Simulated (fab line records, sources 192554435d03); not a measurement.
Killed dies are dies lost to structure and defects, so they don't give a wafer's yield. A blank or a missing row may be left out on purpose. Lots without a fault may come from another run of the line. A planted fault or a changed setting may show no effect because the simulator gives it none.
fab line records | flow n5_finfet
record lots=7 wafers=39
route steps=1938 shown SD_EPI_N@288 SD_ACTIVATION@330 BEOL_M5@1160 BEOL_M7@1320
start_h: hours from the record's first day to the start of the lot's first wafer shown | wait_h: hours since the lot's step before | " the same as in the row above | L1.1+2: a row that stands for several wafers | - no value, or no start given | * or withheld: withheld | < > ~ a bound
route shown NAME@n: a module of which the file shows steps, and the number in the route of the first | usual: mean/standard deviation of fault-free wafers | same: alike in all rows | chamber/n: place in a boat | sites: the reading at each site | _std_site: their standard deviation | _edge_site: outer sites' mean less inner sites' | radius_mm: how far each site lies from the wafer's centre | mask NAME#n: copy n | behind: the tool/chamber that last shaped the wafer | hold: why the lot was held/for how many hours/how that ended | device: the transistor (n, p or np) that didn't switch | end of line: the same wafers' tests at the end of the route | a step without rows: its recipe alone | killed: dies lost to structure and defects at the first sort, not the wafer's yield | map: a wafer's dies, x killed, . not, _ none there
set.NAME: the setting as run; set.NAME@STEP: as run at that earlier step | model.NAME: the simulator's own value behind a step, which no gauge read
lots whose settings were changed on purpose; a table a step, a row a wafer
## steps
# step N5_SD_EPI_N_EPI_21
# recipe material=Si:P dopant=P temp_c=680 pressure_torr=255 time_s=690
# columns lot.wafer tool chamber start_h wait_h set.epi_growth_time_s model.Si-P_of_SD_EPI_N_EPI_21.thk_nm
L079.1 epi_rpcvd-03 0 80.06 0.1 690 59.8
L079.2 " 0 " " 870 70.8
L079.3 " 0 " " 690 60
L079.4 " 0 " " 870 71.4
L079.5 " 0 " " 870 71.2
L079.6 " 0 " " 690 60.4
L080.1 epi_rpcvd-03 0 90.05 0.1 690 59
L080.2+3 " 0 " " 887.5 70.6
L080.4 " 0 " " 690 58.4
L080.5 " 0 " " 887.5 69.6
L080.6 " 0 " " 690 58.8
L081.1 epi_rpcvd-02 0 97.43 0.1 857.2 69.8
L081.2+3 " 0 " " 690 59.2
L081.4 " 0 " " 857.2 69
L081.5 " 0 " " 690 59.6
L081.6 " 0 " " 857.2 69.6
L087.1+3 epi_rpcvd-03 0 131.45 0.1 690 58.2
L087.2 " 0 " " 690 58.6
L087.4+5 " 0 " " 690 59
L087.6 " 0 " " 690 59.2
L091.1 epi_rpcvd-01 0 152.08 0.2 690 59.2
L091.3+5 " 0 " " 690 60
L092.1 epi_rpcvd-01 0 157.87 0.2 690 58.8
L092.2 " 0 " " 438.4 40.6
L092.3+6 " 0 " " 690 59.2
L092.4+5 " 0 " " 438.4 40.2
L094.1 epi_rpcvd-01 0 173.09 0.2 690 58.4
L094.2 " 0 " " 366.7 33.8
L094.3 " 0 " " 690 60.4
L094.4 " 0 " " 690 59.8
L094.5+6 " 0 " " 366.7 34.2
# step N5_SD_EPI_N_EPI_MEAS_23
# recipe mode=xrd
# usual thk_nm=59.1/1.3
# columns lot.wafer tool chamber start_h wait_h set.epi_growth_time_s@SD_EPI_N_EPI_21 thk_nm
L079.1 film_metro-02 - 81.77 1.4 690 61.1
L079.2 " - " " 870 70.5
L079.3 " - " " 690 59.1
L079.4 " - " " 870 73.9
L079.5 " - " " 870 72.2
L079.6 " - " " 690 61.3
L080.1 film_metro-01 - 91.76 1.4 690 59.0
L080.2 " - " " 887.5 70.4
L080.3 " - " " 887.5 70.3
L080.4 " - " " 690 57.5
L080.5 " - " " 887.5 69.5
L080.6 " - " " 690 58.4
L081.1 film_metro-01 - 99.14 1.4 857.2 68.9
L081.2 " - " " 690 58.6
L081.3 " - " " 690 60.0
L081.4 " - " " 857.2 68.0
L081.5 " - " " 690 58.5
L081.6 " - " " 857.2 67.8
L087.1 film_metro-02 - 133.17 1.4 690 58.9
L087.2 " - " " 690 57.8
L087.3 " - " " 690 59.4
L087.4 " - " " 690 60.9
L087.5 " - " " 690 60.7
L087.6 " - " " 690 57.5
L091.1 film_metro-02 - 154.37 1.9 690 59.7
L091.3 " - " " 690 60.2
L091.5 " - " " 690 60.9
L092.1 film_metro-01 - 160.14 1.9 690 59.1
L092.2 " - " " 438.4 40.5
L092.3 " - " " 690 59.2
L092.4 " - " " 438.4 40.9
L092.5 " - " " 438.4 41.9
L092.6 " - " " 690 58.6
L094.1 film_metro-01 - 175.36 1.9 690 58.9
L094.2 " - " " 366.7 35.4
L094.3 " - " " 690 60.3
L094.4 " - " " 690 58.8
L094.5 " - " " 366.7 31.0
L094.6 " - " " 366.7 33.8
# step N5_SD_EPI_N_PRECLEAN_24
# recipe chemistry=O3/DIW time_s=60 temp_c=22 o3_ppm=10
# columns lot.wafer tool chamber start_h wait_h set.epi_growth_time_s@SD_EPI_N_EPI_21 model.Si-P_of_SD_EPI_N_EPI_21.thk_nm
L079.1 wet_bench-01 0 81.81 0.0 690 59.4
L079.2 " 5 " " 870 70.4
L079.3 " 1 " " 690 59.6
L079.4 " 4 " " 870 71
L079.5 " 6 " " 870 70.6
L079.6 " 7 " " 690 60
L080.1 wet_bench-06 4 91.80 0.0 690 58.6
L080.2+3 " 2,1 " " 887.5 70
L080.4 " 3 " " 690 58
L080.5 " 6 " " 887.5 69.2
L080.6 " 5 " " 690 58.4
L081.1 wet_bench-04 1 99.18 0.0 857.2 69.4
L081.2+3 " 2,5 " " 690 58.8
L081.4 " 3 " " 857.2 68.6
L081.5 " 6 " " 690 59.2
L081.6 " 4 " " 857.2 69.2
L087.1+3 wet_bench-04 3,1 133.21 0.0 690 57.8
L087.2 " 2 " " 690 58.2
L087.4+5 " 4,6 " " 690 58.6
L087.6 " 5 " " 690 58.8
L091.1 wet_bench-06 5 154.43 0.1 690 58.8
L091.3+5 " 4,6 " " 690 59.6
L092.1 wet_bench-06 0 160.18 0.0 690 58.4
L092.2 " 5 " " 438.4 40.4
L092.3+6 " 1,6 " " 690 58.8
L092.4+5 " 7,2 " " 438.4 40
L094.1 wet_bench-06 1 175.40 0.0 690 58
L094.2 " 0 " " 366.7 33.6
L094.3 " 3 " " 690 60
L094.4 " 6 " " 690 59.4
L094.5+6 " 7,2 " " 366.7 34
# step N5_SD_EPI_N_SRD_25
# recipe time_s=30 temp_c=23 rinse_liquid=diw dry=ipa_marangoni
# step N5_SD_EPI_N_PRECLEAN_49
# recipe chemistry=NF3:NH3 afs_cycles=1 temp_c=30 time_s=20 sublimation_temp_c=180 sublimation_time_s=60 pressure_torr=3 rf_power_w=30
# step N5_SD_ACTIVATION_RTA_00
# recipe temp_c=975 time_s=0 ambient=N2 idle_temp_c=600 ramp_up_c_per_s=150 ramp_down_c_per_s=60 cool_to_c=600
# step N5_SD_ACTIVATION_LSA_01
# recipe temp_c=1080 time_s=0.0008 ambient=N2
# step N5_SD_ACTIVATION_RS_MEAS_03
# recipe thk_meas_gauge=four-point-probe
# usual RS_SD_N=21.82/0.27 RS_SD_P=56.0/0.78
# columns lot.wafer tool chamber start_h wait_h set.epi_growth_time_s@SD_EPI_N_EPI_21 RS_SD_N[ohm/sq] RS_SD_P[ohm/sq]
L079.1 film_metro-01 - 87.18 0.2 690 21.76 56.8
L079.2 " - " " 870 18.37 57.3
L079.3 " - " " 690 21.73 56.7
L079.4 " - " " 870 18.23 56.2
L079.5 " - " " 870 18.16 56.4
L079.6 " - " " 690 21.50 56.6
L080.1 film_metro-01 - 98.20 0.2 690 22.00 55.7
L080.2 " - " " 887.5 18.33 55.6
L080.3 " - " " 887.5 18.24 56.0
L080.4 " - " " 690 22.26 55.7
L080.5 " - " " 887.5 18.57 56.2
L080.6 " - " " 690 22.17 55.2
L081.1 film_metro-01 - 105.70 0.2 857.2 18.39 55.3
L081.2 " - " " 690 21.73 56.3
L081.3 " - " " 690 21.80 55.4
L081.4 " - " " 857.2 18.57 55.8
L081.5 " - " " 690 21.66 56.8
L081.6 " - " " 857.2 18.45 56.5
L087.1 film_metro-02 - 138.37 0.2 690 22.32 54.5
L087.2 " - " " 690 22.06 54.1
L087.3 " - " " 690 22.29 54.8
L087.4 " - " " 690 22.12 54.4
L087.5 " - " " 690 22.05 53.2
L087.6 " - " " 690 22.01 54.4
L091.1 film_metro-02 - 159.62 0.2 690 21.60 55.2
L091.3 " - " " 690 21.37 55.3
L091.5 " - " " 690 21.60 55.7
L092.1 film_metro-01 - 165.47 0.2 690 22.19 55.5
L092.2 " - " " 438.4 32.20 56.3
L092.3 " - " " 690 22.09 55.3
L092.4 " - " " 438.4 32.34 55.4
L092.5 " - " " 438.4 32.01 55.2
L092.6 " - " " 690 21.96 54.8
L094.1 film_metro-02 - 181.50 0.2 690 22.13 57.0
L094.2 " - " " 366.7 38.01 58.3
L094.3 " - " " 690 21.43 56.5
L094.4 " - " " 690 21.53 56.1
L094.5 " - " " 366.7 37.77 57.0
L094.6 " - " " 366.7 37.82 57.0
# step N5_BEOL_M5_TRENCH_ETCH_37
# recipe chemistry=C4F6/O2 target_depth_a=716.52 target=SiCOH_lowk time_s=24.7 ion_energy_ev=250 pressure_mtorr=30 source_w=345 bias_w=185 Ar_flow_sccm=300 C4F6_flow_sccm=10 O2_flow_sccm=10
# columns lot.wafer tool chamber start_h wait_h set.time_s model.etch.depth_nm model.BEOL_M5.feature_depth_nm
L079.1 rie_diel-03 2 - - 15.74 45.73 45.8
L079.2 " 3 " " 24.7 69.21 69.2
L079.3 " 0 " " 24.7 74.86 74.8
L079.4 " 0 " " 24.7 74.14 74.2
L079.5 " 3 " " 15.74 44.3 44.4
L079.6 " 2 " " 15.74 46.01 46
L081.1 rie_diel-02 0 - - 13.56 40.14 40.2
L081.2 " 2 " " 24.7 69.49 69.4
L081.3 " 1 " " 13.56 39.18 39.2
L081.4 " 3 " " 13.56 38.76 38.8
L081.5 " 3 " " 24.7 70.45 70.4
L081.6 " 2 " " 24.7 69.67 69.6
L080.1 rie_diel-06 3 - - 35.31 103.9 104
L080.2 " 0 " " 24.7 71.96 72
L080.3 " 1 " " 35.31 102.4 102.4
L080.4 " 2 " " 35.31 98.86 98.8
L080.5 " 3 " " 24.7 72.81 72.8
L080.6 " 0 " " 24.7 72.63 72.6
L091.1 rie_diel-03 2 - - 24.7 70.1 70
L091.3 " 3 " " 24.7 69.09 69
L091.5 " 1 " " 24.7 71.52 71.6
L087.1 rie_diel-06 2 - - 14.54 40.88 40.8
L087.2 " 1 " " 14.54 41.86 41.8
L087.3 " 3 " " 24.7 71.26 71.2
L087.4 " 0 " " 14.54 43.1 43
L087.5 " 3 " " 24.7 71.77 71.8
L087.6 " 0 " " 24.7 73.34 73.4
L092.1 rie_diel-03 0 - - 24.7 73.96 74
L092.2 " 1 " " 30.39 87.4 87.4
L092.3 " 3 " " 24.7 68.84 68.8
L092.4 " 0 " " 24.7 73.88 73.8
L092.5 " 3 " " 30.39 83.76 83.8
L092.6 " 1 " " 30.39 86.86 86.8
L094.1 rie_diel-02 3 - - 33.35 95.4 95.4
L094.2 " 0 " " 24.7 73.46 73.4
L094.3 " 1 " " 24.7 72.19 72.2
L094.4 " 1 " " 24.7 71.73 71.8
L094.5 " 0 " " 33.35 97.87 97.8
L094.6 " 3 " " 33.35 94.36 94.4
# step N5_BEOL_M5_ETCH_41
# recipe chemistry=CH3F/O2 target=SiCN target_depth_a=315 taper_deg=2 time_s=56.7 ion_energy_ev=120 mask_material=TiN pressure_mtorr=30 source_w=395 bias_w=75 Ar_flow_sccm=150 CH3F_flow_sccm=30 O2_flow_sccm=20
# step N5_BEOL_M5_STRIP_91
# recipe chemistry=N2/H2 time_s=10 power_w=450 temp_c=40 pressure_mtorr=20 rf_frequency_hz=6e+07 bias_power_w=7 n2_flow_sccm=200 h2_flow_sccm=200
# step N5_BEOL_M5_OCD_MEAS_38
# usual trench_depth_nm=71.6/1.6
# columns lot.wafer tool chamber start_h wait_h set.time_s@BEOL_M5_TRENCH_ETCH_37 trench_depth_nm
L079.1 ocd-01 - 286.07 - 15.74 46.1
L079.2 " - " " 24.7 69.3
L079.3 " - " " 24.7 75.2
L079.4 " - " " 24.7 73.6
L079.5 " - " " 15.74 44.4
L079.6 " - " " 15.74 46.1
L081.1 ocd-02 - 304.44 - 13.56 40.7
L081.2 " - " " 24.7 69.7
L081.3 " - " " 13.56 39.1
L081.4 " - " " 13.56 38.0
L081.5 " - " " 24.7 70.4
L081.6 " - " " 24.7 68.7
L080.1 ocd-02 - 312.18 - 35.31 103.5
L080.2 " - " " 24.7 71.8
L080.3 " - " " 35.31 102.6
L080.4 " - " " 35.31 98.5
L080.5 " - " " 24.7 72.5
L080.6 " - " " 24.7 72.4
L091.1 ocd-02 - 353.23 - 24.7 70.3
L091.3 " - " " 24.7 69.3
L091.5 " - " " 24.7 71.5
L087.1 ocd-01 - 361.58 - 14.54 40.8
L087.2 " - " " 14.54 42.3
L087.3 " - " " 24.7 71.5
L087.4 " - " " 14.54 43.1
L087.5 " - " " 24.7 71.4
L087.6 " - " " 24.7 72.6
L092.1 ocd-02 - 366.08 - 24.7 74.2
L092.2 " - " " 30.39 87.4
L092.3 " - " " 24.7 68.8
L092.4 " - " " 24.7 74.3
L092.5 " - " " 30.39 84.1
L092.6 " - " " 30.39 87.0
L094.1 ocd-01 - 391.33 - 33.35 95.6
L094.2 " - " " 24.7 73.6
L094.3 " - " " 24.7 71.9
L094.4 " - " " 24.7 72.4
L094.5 " - " " 33.35 98.0
L094.6 " - " " 33.35 94.0
# step N5_BEOL_M5_HM_STRIP_39
# recipe chemistry=peroxide_tin_strip material=TiN target_depth_a=250 temp_c=50 time_s=158
# step N5_BEOL_M5_SRD_40
# recipe time_s=30 temp_c=23 rinse_liquid=diw dry=ipa_marangoni
# step N5_BEOL_M5_ECD_50
# recipe material=Cu target_thk_a=3000
# step N5_BEOL_M5_ANNEAL_51
# recipe temp_c=225 time_s=90 ambient=N2
# step N5_BEOL_M5_CMP_52
# recipe stop_on=SiCOH_lowk t_overpolish_s=6.9 down_force_psi=1 platen_rpm=50 clearing_platen_down_force_psi=1.5 clearing_platen_rpm=50 post_cmp_clean=cu_alkaline target_thk_nm=62 clearing_platen_pad_velocity_m_s=0.99484 pad_velocity_m_s=0.99484
# columns lot.wafer tool chamber start_h wait_h set.time_s@BEOL_M5_TRENCH_ETCH_37 model.Cu_of_BEOL_M5_ECD_50.thk_nm
L079.1+6 cmp-01 2,3 292.74 0.3 15.74 35.4
L079.3 " 3 " " 24.7 64
L079.4 " 0 " " 24.7 65.2
L079.2 " 1 " " 24.7 61
L079.5 " 2 " " 15.74 34.2
L081.2+5 cmp-03 3,0 310.86 0.2 24.7 60.2
L081.3 " 0 " " 13.56 27.6
L081.4 " 1 " " 13.56 29.8
L081.1 " 2 " " 13.56 29.6
L081.6 " 3 " " 24.7 60.4
L080.1+3 cmp-01 2,1 318.73 0.3 35.31 95.4
L080.2 " 3 " " 24.7 63
L080.4 " 0 " " 35.31 92.2
L080.5 " 2 " " 24.7 63.8
L080.6 " 3 " " 24.7 63.4
L091.1 cmp-03 2 359.89 0.5 24.7 60.4
L091.3 " 0 " " 24.7 57.8
L091.5 " 2 " " 24.7 61.4
L087.2 cmp-02 3 367.81 0.2 14.54 32
L087.1 " 0 " " 14.54 30.6
L087.4 " 1 " " 14.54 31.6
L087.3 " 2 " " 24.7 59.6
L087.6 " 3 " " 24.7 64.2
L087.5 " 0 " " 24.7 61.6
L092.3 cmp-02 1 372.42 0.2 24.7 57.2
L092.1 " 2 " " 24.7 61.8
L092.2 " 3 " " 30.39 75.4
L092.4 " 0 " " 24.7 63.6
L092.5 " 1 " " 30.39 71
L092.6 " 2 " " 30.39 74.8
L094.1 cmp-03 3 398.14 0.3 33.35 86.2
L094.4 " 0 " " 24.7 61
L094.3+2 " 1,2 " " 24.7 63
L094.5 " 3 " " 33.35 87.4
L094.6 " 0 " " 33.35 82.6
# step N5_BEOL_M5_THK_MEAS_53
# recipe thk_meas_gauge=xrf reads=Cu_of_BEOL_M5_ECD_50
# usual M5_THK=60.1/2
# columns lot.wafer tool chamber start_h wait_h set.time_s@BEOL_M5_TRENCH_ETCH_37 M5_THK[nm]
L079.1 film_metro-02 - 293.04 - 15.74 34.7
L079.2 " - " " 24.7 59.3
L079.3 " - " " 24.7 62.2
L079.4 " - " " 24.7 63.7
L079.5 " - " " 15.74 33.4
L079.6 " - " " 15.74 34.4
L081.1 film_metro-02 - 311.15 - 13.56 28.7
L081.2 " - " " 24.7 58.5
L081.3 " - " " 13.56 26.9
L081.4 " - " " 13.56 29.3
L081.5 " - " " 24.7 58.5
L081.6 " - " " 24.7 58.9
L080.1 film_metro-02 - 319.02 - 35.31 92.6
L080.2 " - " " 24.7 61.1
L080.3 " - " " 35.31 92.5
L080.4 " - " " 35.31 89.6
L080.5 " - " " 24.7 61.9
L080.6 " - " " 24.7 61.7
L091.1 film_metro-02 - 360.19 - 24.7 59.5
L091.3 " - " " 24.7 56.9
L091.5 " - " " 24.7 60.3
L087.1 film_metro-01 - 368.10 - 14.54 29.9
L087.2 " - " " 14.54 31.4
L087.3 " - " " 24.7 58.3
L087.4 " - " " 14.54 31.0
L087.5 " - " " 24.7 60.3
L087.6 " - " " 24.7 62.8
L092.1 film_metro-02 - 372.72 - 24.7 60.9
L092.2 " - " " 30.39 74.4
L092.3 " - " " 24.7 56.0
L092.4 " - " " 24.7 62.5
L092.5 " - " " 30.39 70.1
L092.6 " - " " 30.39 73.6
L094.1 film_metro-01 - 398.43 - 33.35 83.3
L094.2 " - " " 24.7 61.0
L094.3 " - " " 24.7 60.7
L094.4 " - " " 24.7 59.0
L094.5 " - " " 33.35 84.2
L094.6 " - " " 33.35 79.8
# step N5_BEOL_M5_PRE_CLEAN_77
# recipe gas=NH3/H2 time_s=15 temp_c=* rf_power_w=300
# step N5_BEOL_M5_CO_CAP_78
# recipe material=Co target_thk_a=20 temp_c=200 precursor=CCTBA/H2 pressure_torr=30 time_s=102.1
# step N5_BEOL_M5_PRE_CLEAN_55
# recipe gas=NH3 time_s=15 temp_c=withheld rf_power_w=300
# step N5_BEOL_M5_DEP_56
# recipe material=SiCN target_thk_a=80 temp_c=withheld precursor=3MS/NH3 pressure_torr=3 rf_w=202 time_s=14
# step N5_BEOL_M5_RS_MEAS_57
# recipe thk_meas_gauge=four-point-probe reads=Co_of_BEOL_M5_CO_CAP_78+Cu_of_BEOL_M5_ECD_50+Co_of_BEOL_M5_CVD_47+TaN_of_BEOL_M5_ALD_86
# usual M5_RS=0.390/0.016
# columns lot.wafer tool chamber start_h wait_h set.time_s@BEOL_M5_TRENCH_ETCH_37 M5_RS[ohm/sq]
L079.1 film_metro-02 - 293.32 0.0 15.74 0.786
L079.2 " - " " 24.7 0.396
L079.3 " - " " 24.7 0.372
L079.4 " - " " 24.7 0.365
L079.5 " - " " 15.74 0.823
L079.6 " - " " 15.74 0.787
L081.1 film_metro-02 - 311.41 0.0 13.56 0.998
L081.2 " - " " 24.7 0.402
L081.3 " - " " 13.56 1.089
L081.4 " - " " 13.56 0.986
L081.5 " - " " 24.7 0.401
L081.6 " - " " 24.7 0.399
L080.1 film_metro-02 - 319.28 0.0 35.31 0.234
L080.2 " - " " 24.7 0.379
L080.3 " - " " 35.31 0.233
L080.4 " - " " 35.31 0.243
L080.5 " - " " 24.7 0.374
L080.6 " - " " 24.7 0.376
L091.1 film_metro-01 - 360.57 0.0 24.7 0.399
L091.3 " - " " 24.7 0.420
L091.5 " - " " 24.7 0.391
L087.1 film_metro-01 - 368.43 0.1 14.54 0.951
L087.2 " - " " 14.54 0.895
L087.3 " - " " 24.7 0.405
L087.4 " - " " 14.54 0.907
L087.5 " - " " 24.7 0.389
L087.6 " - " " 24.7 0.370
L092.1 film_metro-01 - 373.03 0.0 24.7 0.389
L092.2 " - " " 30.39 0.305
L092.3 " - " " 24.7 0.426
L092.4 " - " " 24.7 0.374
L092.5 " - " " 30.39 0.328
L092.6 " - " " 30.39 0.309
L094.1 film_metro-01 - 398.72 0.1 33.35 0.261
L094.2 " - " " 24.7 0.379
L094.3 " - " " 24.7 0.379
L094.4 " - " " 24.7 0.394
L094.5 " - " " 33.35 0.258
L094.6 " - " " 33.35 0.275
# step N5_BEOL_M7_ALD_77
# recipe material=TaN target_thk_a=20 temp_c=275 ald_precursor_family=PDMAT ald_co_reactant=NH3 pressure_torr=3 carrier_flow_sccm=1500 pulse_time_s=2 purge_time_s=3 co_reactant_purge_time_s=2 co_reactant_pulse_time_s=3 ald_cycles=40 precursor_vessel_temp_c=75 precursor_vessel_pressure_torr=26.25 precursor_vessel_carrier_sccm=1000
# columns lot.wafer tool chamber start_h wait_h set.ald_cycles model.TaN_of_BEOL_M7_ALD_77.thk_nm
L079.1+3+4 ald_metal-03 0,3,2 307.75 0.1 60 3
L079.2+5+6 " 1,1,0 " " 40 2
L081.1 ald_metal-04 0 327.15 0.1 22 1.2
L081.2+3+4 " 2,3,1 " " 40 2
L081.5+6 " 0,1 " " 22 1
L080.1+5 ald_metal-01 3 333.49 0.1 30 1.4
L080.2+3+4 " 1,0,2 " " 40 2
L080.6 " 0 " " 30 1.6
L091.1+3+5 ald_metal-03 3,0,0 374.78 0.0 40 2
L087.1+2+3+4+5+6 ald_metal-01 2,3,0,1,2,3 381.03 0.0 40 2
L092.1+2+6 ald_metal-04 1,3,3 385.60 0.0 40 2
L092.3+4+5 " 2,0,2 " " 61 3
L094.1+3+5 ald_metal-01 0,1,1 414.45 0.1 55 2.8
L094.2+4+6 " 2,3,0 " " 40 2
## key
split step=N5_SD_EPI_N_EPI_21 setting=epi_growth_time_s stated=690 by=wafer
response step=N5_SD_EPI_N_EPI_21 reading=model.Si-P_of_SD_EPI_N_EPI_21.thk_nm change=+0.488 per=1% r=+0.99
response step=N5_SD_EPI_N_EPI_MEAS_23 reading=thk_nm change=* per=1% r=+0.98
response step=N5_SD_EPI_N_PRECLEAN_24 reading=model.Si-P_of_SD_EPI_N_EPI_21.thk_nm change=+0.484 per=1% r=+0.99
response step=N5_SD_ACTIVATION_RS_MEAS_03 reading=RS_SD_N change=-0.25 per=1% r=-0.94
split step=N5_BEOL_M5_TRENCH_ETCH_37 setting=time_s stated=24.7 by=wafer
response step=N5_BEOL_M5_TRENCH_ETCH_37 reading=model.etch.depth_nm change=+0.695 per=1% r=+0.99
response step=N5_BEOL_M5_TRENCH_ETCH_37 reading=model.BEOL_M5.feature_depth_nm change=+0.694 per=1% r=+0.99
response step=N5_BEOL_M5_OCD_MEAS_38 reading=trench_depth_nm change=+0.69 per=1% r=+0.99
response step=N5_BEOL_M5_CMP_52 reading=model.Cu_of_BEOL_M5_ECD_50.thk_nm change=+0.708 per=1% r=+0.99
response step=N5_BEOL_M5_THK_MEAS_53 reading=M5_THK change=+0.689 per=1% r=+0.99
response step=N5_BEOL_M5_RS_MEAS_57 reading=M5_RS change=-0.00894 per=1% r=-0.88
split step=N5_BEOL_M7_ALD_77 setting=ald_cycles stated=40 by=wafer
response step=N5_BEOL_M7_ALD_77 reading=model.TaN_of_BEOL_M7_ALD_77.thk_nm change=+0.0202 per=1% r=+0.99
